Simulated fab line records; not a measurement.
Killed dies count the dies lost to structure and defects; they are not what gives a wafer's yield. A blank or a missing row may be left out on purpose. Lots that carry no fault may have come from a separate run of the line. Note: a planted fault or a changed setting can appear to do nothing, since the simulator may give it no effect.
Matching of chambers -- flow n5Finfet -- rieDiel-03 running N5_FIN_CUT_ETCH_30: 4 sister chambers
The step etches underlayer in N2/H2, target depth 13 nm, time 10.4 s. 14 wafers are shown with their chamber, then 7 later ones without.

== EACH WAFER AND ITS CHAMBER ==
wafer,chamber,drypumpMotorCurrentA (A),throttleValvePct (%),showerheadPlenumPTorr (Torr)
L076.1,3,5.7,18.05,2.54
L076.3,0,6.0,17.53,2.51
L076.5,3,5.7,18.05,2.54
L081.3,0,6.1,17.54,2.51
L081.4,2,5.0,17.85,2.62
L081.5,0,6.1,17.57,2.51
L087.1,2,5.0,17.88,2.62
L087.4,3,5.7,18.07,2.53
L087.5,1,6.3,18.23,2.62
L089.1,1,6.4,18.22,2.61
L089.4,2,5.0,17.89,2.62
L089.6,2,5.0,17.89,2.62
L090.2,2,5.0,17.90,2.62
L090.4,0,6.0,17.59,2.50

SIGNATURES (averages over the wafers above)
reading,chamber 0,chamber 1,chamber 2,chamber 3,scatter within a chamber
drypumpMotorCurrentA,6.050,6.350,5.000,5.700,0.0387
throttleValvePct,17.5575,18.2250,17.8820,18.0567,0.0202
showerheadPlenumPTorr,2.5075,2.6150,2.6200,2.5367,0.00438
Rule: for each reading, subtract the chamber's mean from the wafer's reading, divide by that reading's scatter and square the result; add these up over the readings and take the root, which gives the wafer's distance from the chamber. If the next closest chamber is less than 2 further off than the closest, the wafer can't be placed; otherwise it belongs to the closest. The scatter: the root of (the sum of the squares of (reading less its chamber's mean) over the shown wafers, divided by (wafers less chambers)).

== WAFERS WITH NO CHAMBER GIVEN ==
wafer,drypumpMotorCurrentA (A),throttleValvePct (%),showerheadPlenumPTorr (Torr)
L090.5,6.0,17.59,2.50
L091.2,5.0,17.87,2.62
L091.5,6.3,18.24,2.61
L091.6,6.1,17.58,2.50
L095.1,6.3,18.27,2.61
L095.3,6.1,17.61,2.50
L095.4,6.3,18.26,2.61

== CHAMBER TAKEN BY EACH ==
wafer,from the rows above,in truth
L090.5,0,0
L091.2,2,2
L091.5,1,1
L091.6,0,0
L095.1,1,1
L095.3,0,0
L095.4,1,1
7 of 7 placed correctly. Number that these rows cannot place: 0. Number placed wrongly: 0.
